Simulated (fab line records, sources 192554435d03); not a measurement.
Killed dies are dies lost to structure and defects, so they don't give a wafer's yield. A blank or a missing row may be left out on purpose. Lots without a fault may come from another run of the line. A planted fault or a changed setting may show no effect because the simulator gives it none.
fab line records | flow n5_finfet
record lots=9 wafers=27 last_day=18
route steps=1938 shown ZERO_LAYER@14 WELL_APT@44 BEOL_M4@1111 PASSIVATION@1936
lots that met no fault: from a run of the same line without faults
start_h: hours from the record's first day to the start of the lot's first wafer shown | wait_h: hours since the lot's step before | " the same as in the row above | L1.1+2: a row that stands for several wafers | - no value, or no start given | * or withheld: withheld | < > ~ a bound
route shown NAME@n: a module of which the file shows steps, and the number in the route of the first | usual: mean/standard deviation of fault-free wafers | same: alike in all rows | chamber/n: place in a boat | sites: the reading at each site | _std_site: their standard deviation | _edge_site: outer sites' mean less inner sites' | radius_mm: how far each site lies from the wafer's centre | mask NAME#n: copy n | behind: the tool/chamber that last shaped the wafer | hold: why the lot was held/for how many hours/how that ended | device: the transistor (n, p or np) that didn't switch | end of line: the same wafers' tests at the end of the route | a step without rows: its recipe alone | killed: dies lost to structure and defects at the first sort, not the wafer's yield | map: a wafer's dies, x killed, . not, _ none there
set.NAME: the setting as run; set.NAME@STEP: as run at that earlier step | model.NAME: the simulator's own value behind a step, which no gauge read
steps of the route over a sample of lots; a table a step, a row a wafer
services: from which hour (start_h, from the record's first day; less than 0 if before it) a tool's chamber was out of use, for how many hours, and why
## steps
# step N5_ZERO_LAYER_DESCUM_16
# recipe chemistry=O2 time_s=7.9 source_power_w=50 bias_power_w=20 pressure_mtorr=20 rf_frequency_hz=2.712e+07 temp_c=40 o2_flow_sccm=225
# usual drypump_motor_current_A=5.6/0.37 o2_flow_sccm=224.9/0.7 oes_product_au=0.81/0.091 rf_vpp_V=243.5/1.5 showerhead_plenum_p_Torr=2.11/0.075 throttle_valve_pct=20.27/0.29
# columns lot.wafer tool chamber start_h wait_h drypump_motor_current_A o2_flow_sccm oes_product_au rf_hours_counter_h rf_vpp_V showerhead_plenum_p_Torr throttle_valve_pct
L345.3 rie_diel-03 1 25.10 0.3 6.0 227.1 0.85 49 245.0 2.21 19.90
L345.4 " 3 " " 5.9 224.4 0.72 195 243.5 2.16 20.75
L345.6 " 2 " " 5.2 224.9 0.79 - 242.4 2.00 19.85
L351.1 rie_diel-06 0 61.03 0.2 5.8 223.4 1.00 2 243.4 2.05 20.33
L351.4 " 2 " " 5.2 224.8 0.74 172 243.1 2.07 20.55
L351.5 " 0 " " 5.8 224.7 1.00 - 243.6 2.05 20.36
L352.1 rie_diel-03 1 66.71 0.1 6.0 225.1 0.84 57 245.8 2.21 19.88
L352.2 " 3 " " 5.9 225.0 0.72 204 244.4 2.16 20.77
L352.5 " 1 " " 6.0 223.6 0.84 - 245.5 2.21 19.89
L354.2 rie_diel-06 3 78.81 0.0 5.3 225.3 0.89 33 246.2 2.22 20.37
L354.4 " 0 " " 5.8 224.3 1.00 7 242.4 2.05 20.36
L354.6 " 1 " " 5.9 225.2 0.92 - 245.1 2.12 19.71
L355.1 rie_diel-01 0 84.68 0.0 5.2 224.7 0.74 146 245.3 2.16 20.30
L355.2 " 3 " " 6.2 225.4 0.95 20 243.2 2.05 20.03
L355.4 " 1 " " 5.8 224.2 0.73 166 243.5 2.09 20.19
L356.1 rie_diel-01 3 90.83 0.0 6.2 224.4 0.93 21 241.8 2.05 20.06
L356.2 " 2 " " 6.1 224.9 0.73 192 240.9 2.01 20.61
L356.6 " 2 " " 6.1 224.7 0.72 - 239.6 2.01 20.58
L357.2 rie_diel-06 0 96.83 0.0 5.8 225.0 0.96 12 241.8 2.05 20.36
L357.5 " 1 " " 5.9 224.6 0.89 - 244.1 2.11 19.74
L357.6 " 2 " " 5.2 224.8 0.73 - 242.4 2.07 20.56
L364.2 rie_diel-01 1 138.81 0.0 5.8 225.7 0.72 182 243.1 2.08 20.23
L364.4 " 0 " " 5.2 225.2 0.73 163 243.9 2.16 20.34
L364.5 " 1 " " 5.8 225.5 0.71 - 244.1 2.08 20.22
L366.4 rie_diel-03 0 150.68 0.0 5.3 224.6 0.85 58 244.4 2.23 20.11
L366.5 " 0 " " 5.3 224.7 0.84 - 244.9 2.23 20.11
L366.6 " 1 " " 6.0 226.0 0.82 - 245.4 2.20 19.93
# step N5_ZERO_LAYER_ETCH_17
# recipe chemistry=CF4 target=SiO2 target_depth_a=120 time_s=13.3 ion_energy_ev=350 pressure_mtorr=40 source_w=450 bias_w=215 Ar_flow_sccm=100 cf4_flow_sccm=100
# usual drypump_motor_current_A=5.6/0.37 oes_product_au=0.82/0.089 rf_vpp_V=950/4.6 showerhead_plenum_p_Torr=2.17/0.076 throttle_valve_pct=15.57/0.29
# columns lot.wafer tool chamber start_h wait_h drypump_motor_current_A oes_product_au rf_hours_counter_h rf_vpp_V showerhead_plenum_p_Torr throttle_valve_pct
L345.3 rie_diel-03 1 25.14 0.0 6.0 0.83 49 955 2.27 15.17
L345.4 " 3 " " 5.9 0.74 195 951 2.21 15.98
L345.6 " 2 " " 5.2 0.78 - 944 2.06 15.24
L351.1 rie_diel-06 0 61.06 0.0 5.7 1.01 2 946 2.10 15.55
L351.4 " 2 " " 5.2 0.74 172 947 2.15 15.97
L351.5 " 0 " " 5.7 1.01 - 947 2.10 15.53
L352.1 rie_diel-03 1 66.74 0.0 6.0 0.83 57 957 2.26 15.19
L352.2 " 3 " " 5.9 0.71 204 952 2.21 16.00
L352.5 " 1 " " 6.0 0.82 - 957 2.26 15.19
L354.2 rie_diel-06 3 78.84 0.0 5.3 0.89 33 954 2.28 15.64
L354.4 " 0 " " 5.8 0.98 7 946 2.10 15.54
L354.6 " 1 " " 5.9 0.91 - 953 2.18 15.06
L355.1 rie_diel-01 0 84.71 0.0 5.2 0.74 146 954 2.22 15.65
L355.2 " 3 " " 6.2 0.94 20 946 2.11 15.38
L355.4 " 1 " " 5.8 0.75 166 949 2.14 15.54
L356.1 rie_diel-01 3 90.87 0.0 6.2 0.94 21 944 2.11 15.39
L356.2 " 2 " " 6.1 0.74 192 943 2.05 15.79
L356.6 " 2 " " 6.1 0.74 - 941 2.05 15.76
L357.2 rie_diel-06 0 96.86 0.0 5.8 0.96 12 946 2.10 15.55
L357.5 " 1 " " 5.9 0.91 - 951 2.18 15.09
L357.6 " 2 " " 5.2 0.74 - 948 2.15 16.00
L364.2 rie_diel-01 1 138.84 0.0 5.9 0.73 182 948 2.14 15.58
L364.4 " 0 " " 5.2 0.72 163 954 2.21 15.69
L364.5 " 1 " " 5.8 0.73 - 948 2.14 15.58
L366.4 rie_diel-03 0 150.71 0.0 5.2 0.84 58 955 2.27 15.28
L366.5 " 0 " " 5.2 0.84 - 955 2.27 15.27
L366.6 " 1 " " 6.0 0.81 - 955 2.26 15.23
# step N5_WELL_APT_OVL_MEAS_26
# recipe points_per_wafer=44
# usual PWELL_OVL=2/4.4
# columns lot.wafer tool chamber start_h wait_h PWELL_OVL[nm]
L345.3 overlay-02 0 27.49 0.0 0
L345.4 " 0 " " 0
L345.6 " 0 " " 8
L351.1 overlay-02 0 63.89 0.0 5
L351.4 " 0 " " -4
L351.5 " 0 " " 0
L352.1 overlay-01 0 70.30 0.0 -1
L352.2 " 0 " " 7
L352.5 " 0 " " 3
L354.2 overlay-02 0 81.14 0.0 3
L354.4 " 0 " " -4
L354.6 " 0 " " -5
L355.1 overlay-02 0 86.96 0.0 3
L355.2 " 0 " " 4
L355.4 " 0 " " 5
L356.1 overlay-01 0 93.03 0.0 7
L356.2 " 0 " " 1
L356.6 " 0 " " 8
L357.2 overlay-01 0 99.11 0.0 -3
L357.5 " 0 " " -2
L357.6 " 0 " " -8
L364.2 overlay-01 0 141.09 0.0 7
L364.4 " 0 " " -4
L364.5 " 0 " " 3
L366.4 overlay-02 0 153.00 0.0 0
L366.5 " 0 " " -1
L366.6 " 0 " " 10
# step N5_WELL_APT_IMPLANT_32
# recipe species=BF2 energy_kev=50 dose_cm2=2e+13 tilt_deg=0 rotation_deg=0
# usual dose_ions_cm2=2.0001e+13/2.2e+10 faraday_current_uA=254/4.6 rotation_deg=0.000/0.021
# columns lot.wafer tool chamber start_h wait_h dose_ions_cm2 faraday_current_uA rotation_deg
L345.3 implanter-01 0 28.11 0.1 2.0001e+13 249 0.017
L345.4 " 0 " " 2.0009e+13 254 -0.012
L345.6 " 0 " " 1.9986e+13 253 0.005
L351.1 implanter-01 0 64.87 0.1 2.0009e+13 257 -0.015
L351.4 " 0 " " 2.0011e+13 255 0.012
L351.5 " 0 " " 2.0009e+13 262 0.031
L352.1 implanter-02 0 71.20 0.1 2.003e+13 254 0.024
L352.2 " 0 " " 1.9997e+13 263 0.016
L352.5 " 0 " " 1.9982e+13 252 0.029
L354.2 implanter-02 0 81.50 0.1 2.024e+12 25 0.010
L354.4 " 0 " " 2.008e+12 25 -0.003
L354.6 " 0 " " 2.015e+12 26 0.011
L355.1 implanter-01 0 87.30 0.1 2.0007e+13 245 0.012
L355.2 " 0 " " 2e+13 256 -0.004
L355.4 " 0 " " 1.9984e+13 255 -0.029
L356.1 implanter-02 0 93.75 0.1 1.989e+12 25 0.010
L356.2 " 0 " " 1.991e+12 25 -0.001
L356.6 " 0 " " 1.991e+12 26 -0.025
L357.2 implanter-01 0 99.47 0.1 2.004e+13 255 0.036
L357.5 " 0 " " 1.999e+13 250 -0.036
L357.6 " 0 " " 1.9978e+13 254 0.039
L364.2 implanter-01 0 141.46 0.1 1.9997e+13 259 -0.020
L364.4 " 0 " " 1.9966e+13 258 -0.023
L364.5 " 0 " " 1.998e+13 255 -0.012
L366.4 implanter-02 0 153.43 0.1 2.0001e+13 258 -0.018
L366.5 " 0 " " 2.0008e+13 244 -0.014
L366.6 " 0 " " 1.9981e+13 253 -0.022
# step N5_BEOL_M4_RC_MEAS_101
# usual CJ_N=4.34/0.095 DIBL_N=36.9/1.7 DIBL_P=36.7/2.1 IOFF_N=0.17/0.032 IOFF_N_85C=3.3/0.52 IOFF_N_LIN=0.077/0.012 IOFF_P=0.22/0.036 ION_N=674/12 ION_P=461/7 RS_PWELL=3012/26 SS_N=71.7/0.6 SS_P=73.4/0.67 VT_N=249/3.1 VT_P=-250/3.2
# columns lot.wafer tool chamber start_h wait_h CJ_N DIBL_N[mV/V] DIBL_P[mV/V] IOFF_N[nA/um] IOFF_N_85C[nA/um] IOFF_N_LIN[nA/um] IOFF_P[nA/um] ION_N[uA/um] ION_P[uA/um] RS_PWELL[ohm/sq] SS_N[mV/dec] SS_P[mV/dec] VT_N[mV] VT_P[mV]
L345.3 prober-02 0 186.05 0.3 4.29 35.1 33.9 0.13 2.6 0.063 0.15 653 449 2987 70.7 73.5 251 -257
L345.4 " 0 " " 4.22 37.2 36.8 0.17 3.2 0.078 0.19 682 455 2994 71.6 73.1 251 -255
L345.6 " 0 " " 4.46 37.5 35.1 0.17 3.3 0.077 0.16 677 451 3018 71.5 73.5 248 -256
L351.1 prober-01 0 212.24 0.0 4.33 37.3 36.5 0.18 3.4 0.083 0.22 679 461 3000 71.7 73.2 246 -251
L351.4 " 0 " " 4.43 37.0 36.0 0.16 3.2 0.077 0.20 680 460 3070 71.1 72.8 250 -249
L351.5 " 0 " " 4.53 39.7 37.1 0.23 4.3 0.092 0.23 675 452 3046 72.8 73.7 244 -251
L352.1 prober-01 0 221.92 0.0 4.34 34.8 34.7 0.15 2.9 0.069 0.20 662 461 3003 71.6 72.5 251 -249
L352.2 " 0 " " 4.23 34.6 34.8 0.13 2.6 0.062 0.21 657 454 3001 70.7 71.8 253 -252
L352.5 " 0 " " 4.24 35.2 35.8 0.15 3.0 0.072 0.23 673 464 2989 71.5 72.8 251 -249
L354.2 prober-01 0 231.92 0.2 1.34 51.7 35.3 1.11 16.0 0.140 0.22 688 466 3183 87.6 72.6 245 -246
L354.4 " 0 " " 1.38 54.6 34.0 1.39 19.3 0.139 0.19 677 457 3199 91.9 71.8 248 -252
L354.6 " 0 " " 1.37 53.2 34.4 1.27 17.9 0.138 0.19 686 459 3197 91.3 72.7 247 -249
L355.1 prober-01 0 240.87 0.0 4.47 37.7 38.5 0.19 3.7 0.083 0.26 688 475 2962 72.3 73.5 248 -245
L355.2 " 0 " " 4.29 34.9 36.7 0.14 2.9 0.067 0.21 677 466 2972 70.8 73.7 253 -249
L355.4 " 0 " " 4.32 36.2 37.5 0.16 3.3 0.076 0.23 677 461 2961 72.2 72.3 248 -246
L356.1 prober-02 0 249.66 0.0 1.37 46.7 35.1 0.63 9.9 0.110 0.16 692 455 3216 82.1 73.0 246 -256
L356.2 " 0 " " 1.43 68.8 34.9 3.75 43.7 0.204 0.16 699 454 3210 106.7 73.2 247 -256
L356.6 " 0 " " 1.44 57.3 37.2 1.90 25.3 0.174 0.19 709 459 3197 93.6 74.1 244 -251
L357.2 prober-01 0 249.86 0.2 4.20 38.3 38.9 0.21 3.8 0.095 0.27 691 467 2985 71.7 74.6 247 -247
L357.5 " 0 " " 4.23 38.2 39.0 0.21 3.8 0.093 0.26 691 470 2992 71.4 74.2 246 -248
L357.6 " 0 " " 4.30 35.9 36.5 0.16 3.0 0.075 0.21 681 467 3013 71.6 72.9 251 -250
L364.2 prober-02 0 293.19 0.2 4.34 35.5 34.9 0.14 2.9 0.068 0.19 673 462 3009 72.0 73.8 254 -250
L364.4 " 0 " " 4.26 32.0 30.8 0.10 2.1 0.052 0.14 651 452 3000 69.8 72.5 255 -255
L364.5 " 0 " " 4.44 35.6 34.9 0.14 2.9 0.069 0.20 667 462 3010 71.3 73.7 255 -251
L366.4 prober-01 0 312.33 0.5 4.28 39.1 38.5 0.18 3.4 0.080 0.23 663 460 3051 71.9 74.1 251 -249
L366.5 " 0 " " 4.27 37.7 37.1 0.16 3.1 0.073 0.22 659 458 3043 72.1 73.7 252 -248
L366.6 " 0 " " 4.38 39.5 39.5 0.19 3.7 0.085 0.26 681 467 3037 72.8 73.8 251 -247
# step N5_PASSIVATION_PROBE_49
# usual defect_limited_yield=91.7/1.5 killed_at_M0_to_M3=32/9.6 killed_at_M4_up=13/5.3 killed_at_contacts=12/6.8 killed_at_front_end=36/9.8 killed_at_other=4/3.1 killed_dies=98/17 killed_open=65/13 killed_short=32/8.5 sort_bin_4_leakage=0.00/0.007 sort_bin_5_function=4.9/0.93 sort_bin_6_memory=3.2/0.67 sort_bin_8_speed=0.00/0.02 sort_n_pass=1082/17 sort_yield_pct=91.7/1.4
# same gross_dies=1180 killed_at_back_side=0
# columns lot.wafer tool chamber start_h wait_h defect_limited_yield[%] killed_at_M0_to_M3 killed_at_M4_up killed_at_contacts killed_at_front_end killed_at_other killed_dies killed_open killed_short sort_bin_4_leakage[%] sort_bin_5_function[%] sort_bin_6_memory[%] sort_bin_8_speed[%] sort_n_pass sort_yield_pct[%]
L345.3 prober-02 - 280.44 0.1 90.9 22 14 12 56 3 107 72 31 0 5.2 3.6 0 1073 90.9
L345.4 prober-02 - 280.49 0.2 90.7 37 17 11 39 6 110 65 45 0 5.6 3.4 0 1070 90.7
L345.6 prober-02 - 280.59 0.3 91.3 40 8 9 40 6 103 56 45 0 5.7 2.6 0 1077 91.3
L351.1 prober-02 - 309.88 0.0 91.3 23 24 20 34 2 103 81 22 0 5.2 3.3 0 1077 91.3
L351.4 prober-02 - 310.03 0.2 90.3 28 23 30 32 2 115 76 36 0 5.5 4.0 0 1065 90.3
L351.5 prober-02 - 310.08 0.2 89.2 31 25 31 35 5 127 70 56 0 6.2 4.1 0 1053 89.2
L352.1 prober-01 - 318.32 0.0 89.1 39 11 11 65 3 129 88 41 0 6.4 4.0 0 1051 89.1
L352.2 prober-01 - 318.37 0.1 90.6 38 12 17 41 3 111 79 30 0 5.4 3.5 0 1069 90.6
L352.5 prober-01 - 318.52 0.2 93.1 35 6 8 30 2 81 62 18 0 4.4 2.4 0 1099 93.1
L354.2 prober-02 - 329.90 0.1 91.4 43 9 7 39 4 102 73 29 91.36 5.2 3.1 0 0 0
L354.4 prober-02 - 330.00 0.2 90.8 38 23 15 32 1 109 90 19 90.76 5.3 3.8 0 0 0
L354.6 prober-02 - 330.10 0.3 93.7 35 3 14 20 2 74 49 25 93.73 4.1 2.1 0 0 0
L357.2 prober-01 - 346.18 0.1 91.6 30 18 8 37 6 99 63 33 0 5.3 2.8 0 1081 91.6
L357.5 prober-01 - 346.33 0.2 93.0 22 19 5 34 3 83 53 30 0 3.6 2.9 0 1097 93.0
L357.6 prober-01 - 346.38 0.3 92.5 25 10 11 34 8 88 52 35 0 4.3 2.9 0 1092 92.5
L356.1 prober-02 - 351.38 0.0 90.2 38 29 14 35 0 116 76 33 86.02 6.1 2.9 0 49 4.2
L356.2 prober-02 - 351.43 0.1 92.2 27 21 3 40 1 92 62 28 92.20 4.7 2.9 0 0 0
L356.6 prober-02 - 351.63 0.3 94.3 24 15 1 22 5 67 48 17 94.32 3.6 2.0 0 0 0
L355.1 prober-02 - 361.30 1.2 90.7 39 13 11 44 3 110 75 32 0 5.8 3.4 0.08 1070 90.7
L355.2 prober-02 - 361.35 1.3 92.4 26 8 9 45 2 90 60 30 0 4.2 3.3 0 1090 92.4
L355.4 prober-02 - 361.45 1.4 91.4 27 7 21 45 2 102 68 34 0 5.3 3.2 0 1078 91.4
L364.2 prober-01 - 398.46 0.1 93.0 20 20 14 25 4 83 56 27 0 3.6 3.2 0 1097 93.0
L364.4 prober-01 - 398.56 0.2 91.4 26 13 21 36 5 101 64 37 0 5.0 3.2 0 1079 91.4
L364.5 prober-01 - 398.61 0.2 92.5 35 5 12 33 4 89 58 31 0 4.0 3.3 0 1091 92.5
L366.4 prober-02 - 422.61 0.2 92.2 28 8 17 39 0 92 63 23 0 4.6 2.7 0 1088 92.2
L366.5 prober-02 - 422.66 0.2 92.5 29 6 12 41 0 88 57 27 0 3.9 3.1 0 1092 92.5
L366.6 prober-02 - 422.71 0.3 90.1 20 18 10 65 4 117 82 35 0 5.1 4.4 0 1063 90.1
# killed by level:class
L345.3 FIN_SAQP:geometric_particle:short=10 STI_FIN_REVEAL:geometric_particle:open=9 MOL_CONTACT_COAG:geometric_particle:open=8 FIN_SAQP:geometric_particle:open=6 BEOL_M4:geometric_particle:open=6 DUMMY_GATE:geometric_particle:open=5 GATE_CUT:geometric_particle:short=5 BEOL_M3:geometric_particle:open=5
L345.4 BEOL_M3:geometric_particle:open=15 BEOL_M0_SAQP:geometric_particle:short=9 FIN_SAQP:geometric_particle:short=8 MOL_CONTACT_COAG:geometric_particle:open=8 BEOL_M5:geometric_particle:open=7 FIN_SAQP:geometric_particle:open=6 DUMMY_GATE:geometric_particle:open=5 BEOL_M0_SAQP:geometric_particle:open=5
L345.6 FIN_SAQP:geometric_particle:short=14 BEOL_M0_SAQP:geometric_particle:open=11 BEOL_M0_SAQP:geometric_particle:short=11 GATE_CUT:geometric_particle:short=7 MOL_CONTACT_COAG:geometric_particle:open=7 GATE_CUT:geometric_particle:open=6 BEOL_M3:geometric_particle:open=6 STI_FIN_REVEAL:geometric_particle:open=5
L351.1 MOL_CONTACT_COAG:geometric_particle:open=16 STI_FIN_REVEAL:geometric_particle:open=12 BEOL_M4:geometric_particle:open=9 FIN_SAQP:geometric_particle:short=6 BEOL_M0_SAQP:geometric_particle:open=6 DUMMY_GATE:geometric_particle:open=5 BEOL_M0:geometric_particle:open=5 BEOL_M3:geometric_particle:open=5
L351.4 MOL_CONTACT_COAG:geometric_particle:open=25 BEOL_M4:geometric_particle:open=13 FIN_SAQP:geometric_particle:short=7 BEOL_M0_SAQP:geometric_particle:short=7 BEOL_M3:geometric_particle:open=6 STI_FIN_REVEAL:geometric_particle:open=5 MOL_CONTACT_COAG:geometric_particle:short=5 BEOL_M0_SAQP:geometric_particle:open=4
L351.5 MOL_CONTACT_COAG:geometric_particle:open=26 FIN_SAQP:geometric_particle:short=12 BEOL_M4:geometric_particle:short=10 BEOL_M0_SAQP:geometric_particle:short=10 BEOL_M4:geometric_particle:open=9 BEOL_M0_SAQP:geometric_particle:open=7 FIN_SAQP:geometric_particle:open=5 MOL_CONTACT_COAG:geometric_particle:short=5
L352.1 FIN_SAQP:geometric_particle:open=30 FIN_SAQP:geometric_particle:short=21 BEOL_M1:geometric_particle:open=13 MOL_CONTACT_COAG:geometric_particle:open=10 BEOL_M0_SAQP:geometric_particle:open=10 BEOL_M2:geometric_particle:open=9 DUMMY_GATE:geometric_particle:short=4 BEOL_M8:geometric_particle:open=4
L352.2 MOL_CONTACT_COAG:geometric_particle:open=15 BEOL_M3:geometric_particle:open=15 FIN_SAQP:geometric_particle:open=13 STI_FIN_REVEAL:geometric_particle:open=8 FIN_SAQP:geometric_particle:short=7 BEOL_M2:geometric_particle:open=7 BEOL_M0_SAQP:geometric_particle:open=6 BEOL_M1:geometric_particle:open=4
L352.5 BEOL_M1:geometric_particle:open=12 FIN_SAQP:geometric_particle:open=9 MOL_CONTACT_COAG:geometric_particle:open=8 BEOL_M2:geometric_particle:open=7 STI_FIN_REVEAL:geometric_particle:open=6 BEOL_M0_SAQP:geometric_particle:short=5 BEOL_M3:geometric_particle:open=5 GATE_CUT:geometric_particle:short=4
L354.2 FIN_SAQP:geometric_particle:open=9 BEOL_M1:geometric_particle:open=8 STI_FIN_REVEAL:geometric_particle:open=8 BEOL_M0_SAQP:geometric_particle:open=8 MOL_CONTACT_COAG:geometric_particle:open=7 BEOL_M2:geometric_particle:open=7 BEOL_M3:geometric_particle:open=7 BEOL_M0_SAQP:geometric_particle:short=5
L354.4 STI_FIN_REVEAL:geometric_particle:open=17 BEOL_M4:geometric_particle:open=16 MOL_CONTACT_COAG:geometric_particle:open=14 BEOL_M3:geometric_particle:open=10 BEOL_M0_SAQP:geometric_particle:open=8 BEOL_M0_SAQP:geometric_particle:short=6 BEOL_M2:geometric_particle:open=4 BEOL_M1:geometric_particle:open=4
L354.6 MOL_CONTACT_COAG:geometric_particle:open=9 BEOL_M0_SAQP:geometric_particle:short=8 BEOL_M0_SAQP:geometric_particle:open=7 STI_FIN_REVEAL:geometric_particle:open=5 MOL_CONTACT_COAG:geometric_particle:short=5 BEOL_M2:geometric_particle:open=5 BEOL_M3:geometric_particle:open=5 BEOL_M1:geometric_particle:open=4
L357.2 STI_FIN_REVEAL:geometric_particle:open=18 BEOL_M0_SAQP:geometric_particle:short=12 FIN_SAQP:geometric_particle:short=8 MOL_CONTACT_COAG:geometric_particle:open=6 BEOL_M0_SAQP:geometric_particle:open=5 BEOL_M2:geometric_particle:open=5 FIN_SAQP:geometric_particle:open=4 BEOL_M3:geometric_particle:open=4
L357.5 STI_FIN_REVEAL:geometric_particle:open=10 BEOL_M4:geometric_particle:open=8 FIN_SAQP:geometric_particle:short=6 BEOL_M1:geometric_particle:open=6 BEOL_M2:geometric_particle:open=6 MOL_CONTACT_COAG:geometric_particle:open=5 FIN_SAQP:geometric_particle:open=4 BEOL_M0_SAQP:geometric_particle:short=4
L357.6 MOL_CONTACT_COAG:geometric_particle:open=8 FIN_SAQP:geometric_particle:open=7 BEOL_M0_SAQP:geometric_particle:open=7 BEOL_M1:geometric_particle:short=6 FIN_SAQP:geometric_particle:short=5 STI_FIN_REVEAL:geometric_particle:open=5 BEOL_M0_SAQP:geometric_particle:short=5 STARTING-WAFER:geometric_particle:open=4
L356.1 BEOL_M4:geometric_particle:open=16 MOL_CONTACT_COAG:geometric_particle:open=12 BEOL_M3:geometric_particle:open=10 FIN_SAQP:geometric_particle:open=7 BEOL_M0_SAQP:geometric_particle:short=6 BEOL_M1:geometric_particle:open=5 BEOL_M2:geometric_particle:open=5 HKMG_FIN:area_etch=5
L356.2 FIN_SAQP:geometric_particle:short=11 BEOL_M3:geometric_particle:open=10 FIN_SAQP:geometric_particle:open=8 DUMMY_GATE:geometric_particle:open=7 BEOL_M0_SAQP:geometric_particle:short=6 BEOL_M7:geometric_particle:open=5 BEOL_M1:geometric_particle:open=5 BEOL_M4:geometric_particle:open=4
L356.6 BEOL_M3:geometric_particle:open=6 BEOL_M0_SAQP:geometric_particle:open=5 FIN_SAQP:geometric_particle:open=4 GATE_CUT:geometric_particle:short=4 BEOL_M0:geometric_particle:open=4 BEOL_M2:geometric_particle:open=4 BEOL_M4:geometric_particle:open=4 FIN_SAQP:geometric_particle:short=3
L355.1 STI_FIN_REVEAL:geometric_particle:open=11 MOL_CONTACT_COAG:geometric_particle:open=11 BEOL_M0_SAQP:geometric_particle:open=8 BEOL_M1:geometric_particle:open=8 FIN_SAQP:geometric_particle:open=7 FIN_SAQP:geometric_particle:short=6 BEOL_M2:geometric_particle:open=6 BEOL_M4:geometric_particle:open=5
L355.2 STI_FIN_REVEAL:geometric_particle:open=12 FIN_SAQP:geometric_particle:open=9 FIN_SAQP:geometric_particle:short=8 BEOL_M0_SAQP:geometric_particle:open=8 MOL_CONTACT_COAG:geometric_particle:open=7 BEOL_M0_SAQP:geometric_particle:short=7 BEOL_M3:geometric_particle:open=5 GATE_CUT:geometric_particle:short=4
L355.4 MOL_CONTACT_COAG:geometric_particle:open=19 STI_FIN_REVEAL:geometric_particle:open=17 BEOL_M0_SAQP:geometric_particle:short=7 BEOL_M1:geometric_particle:open=6 GATE_CUT:geometric_particle:short=5 FIN_SAQP:geometric_particle:short=4 GATE_CUT:geometric_particle:open=4 FIN_SAQP:geometric_particle:open=3
L364.2 BEOL_M4:geometric_particle:open=12 MOL_CONTACT_COAG:geometric_particle:open=9 BEOL_M3:geometric_particle:open=6 MOL_CONTACT_COAG:geometric_particle:short=5 BEOL_M0_SAQP:geometric_particle:short=5 GATE_CUT:geometric_particle:short=4 BEOL_M4:geometric_particle:short=4 FIN_SAQP:geometric_particle:open=3
L364.4 MOL_CONTACT_COAG:geometric_particle:open=15 BEOL_M4:geometric_particle:open=8 STI_FIN_REVEAL:geometric_particle:open=7 MOL_CONTACT_COAG:geometric_particle:short=6 BEOL_M3:geometric_particle:open=6 FIN_SAQP:geometric_particle:short=5 GATE_CUT:geometric_particle:short=5 GATE_CUT:geometric_particle:open=5
L364.5 BEOL_M3:geometric_particle:open=12 BEOL_M0_SAQP:geometric_particle:short=11 FIN_SAQP:geometric_particle:open=9 MOL_CONTACT_COAG:geometric_particle:open=7 BEOL_M0_SAQP:geometric_particle:open=7 STI_FIN_REVEAL:geometric_particle:open=5 MOL_CONTACT_COAG:geometric_particle:short=5 FIN_SAQP:geometric_particle:short=4
L366.4 MOL_CONTACT_COAG:geometric_particle:open=15 FIN_SAQP:geometric_particle:open=11 BEOL_M1:geometric_particle:open=8 BEOL_M2:geometric_particle:open=8 FIN_SAQP:geometric_particle:short=6 GATE_CUT:geometric_particle:short=5 GATE_CUT:geometric_particle:open=4 BEOL_M0:geometric_particle:open=4
L366.5 MOL_CONTACT_COAG:geometric_particle:open=12 FIN_SAQP:geometric_particle:short=9 BEOL_M2:geometric_particle:open=7 DUMMY_GATE:geometric_particle:open=6 BEOL_M0_SAQP:geometric_particle:open=5 FIN_SAQP:geometric_particle:open=4 STI_FIN_REVEAL:geometric_particle:open=4 BEOL_M0_SAQP:geometric_particle:short=4
L366.6 STI_FIN_REVEAL:geometric_particle:open=12 FIN_SAQP:geometric_particle:open=8 FIN_SAQP:geometric_particle:short=8 MOL_CONTACT_COAG:geometric_particle:open=8 GATE_CUT:geometric_particle:short=7 BEOL_M2:geometric_particle:open=7 BEOL_M4:geometric_particle:open=7 ILD0:geometric_particle:open=6
## services
# columns tool chamber start_h hours kind
rie_diel-06 1 2.00 18.6 repair
rie_diel-01 2 5.12 6.2 repair
rie_diel-01 3 11.93 - clean
rie_diel-01 3 11.93 - consumable_replace:focus_ring
rie_diel-01 3 11.93 18.2 scheduled_down
rie_diel-01 3 11.93 18.2 vent_cycle
rie_diel-06 1 20.79 - clean
rie_diel-06 1 20.79 - consumable_replace:focus_ring
rie_diel-06 1 20.79 14.2 scheduled_down
rie_diel-06 1 20.79 14.2 vent_cycle
rie_diel-03 - 32.50 14.6 pm
rie_diel-06 0 35.19 - clean
rie_diel-06 0 35.19 - consumable_replace:focus_ring
rie_diel-06 0 35.19 17.4 scheduled_down
rie_diel-06 0 35.19 17.4 vent_cycle
implanter-02 - 47.37 3.0 pm
rie_diel-03 2 48.78 2.7 repair
rie_diel-03 2 62.74 8.3 repair
rie_diel-06 - 82.95 0.9 repair
implanter-02 - 91.78 0.7 repair
rie_diel-06 3 95.68 2.3 repair
rie_diel-06 1 108.93 13.4 repair
implanter-01 - 149.76 3.4 repair
## key
first_sign step=N5_WELL_APT_IMPLANT_32 reading=dose_ions_cm2 direction=down sigmas=99+ usual=2.0001e+13 struck=2.003e+12
effect step=N5_WELL_APT_IMPLANT_32 reading=faraday_current_uA direction=down sigmas=50 usual=254 struck=25
effect step=N5_BEOL_M4_RC_MEAS_101 reading=IOFF_N direction=up sigmas=47 usual=0.17 struck=1.67
effect step=N5_BEOL_M4_RC_MEAS_101 reading=IOFF_N_85C direction=up sigmas=36 usual=3.3 struck=22.0
effect step=N5_BEOL_M4_RC_MEAS_101 reading=SS_N direction=up sigmas=34 usual=71.7 struck=92.2
effect step=N5_BEOL_M4_RC_MEAS_101 reading=CJ_N direction=down sigmas=31 usual=4.34 struck=1.39
effect step=N5_BEOL_M4_RC_MEAS_101 reading=DIBL_N direction=up sigmas=11 usual=36.9 struck=55.4
effect step=N5_BEOL_M4_RC_MEAS_101 reading=RS_PWELL direction=up sigmas=7.3 usual=3012 struck=3201
effect step=N5_BEOL_M4_RC_MEAS_101 reading=IOFF_N_LIN direction=up sigmas=6.2 usual=0.077 struck=0.151
effect step=N5_BEOL_M4_RC_MEAS_101 reading=ION_N direction=up sigmas=1.5 usual=674 struck=692 wafers_moved=2
effect step=N5_PASSIVATION_PROBE_49 reading=sort_bin_4_leakage direction=up sigmas=99+ usual=0.00 struck=91.40
met_at N5_WELL_APT_IMPLANT_32
struck_lots L354,L356
not_acting_at N5_ZERO_LAYER_DESCUM_16,N5_ZERO_LAYER_ETCH_17,N5_WELL_APT_OVL_MEAS_26
onset_between 71.20 81.50
fault kind=process_parameter_drift tool=implanter-02 chamber=- onset_h=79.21 steps=N5_WELL_APT_IMPLANT_32 channel=dose_cm2 offset=-1.8e+13 shape=step end_h=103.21 acts_in=these_recipes_only stated=2e+13
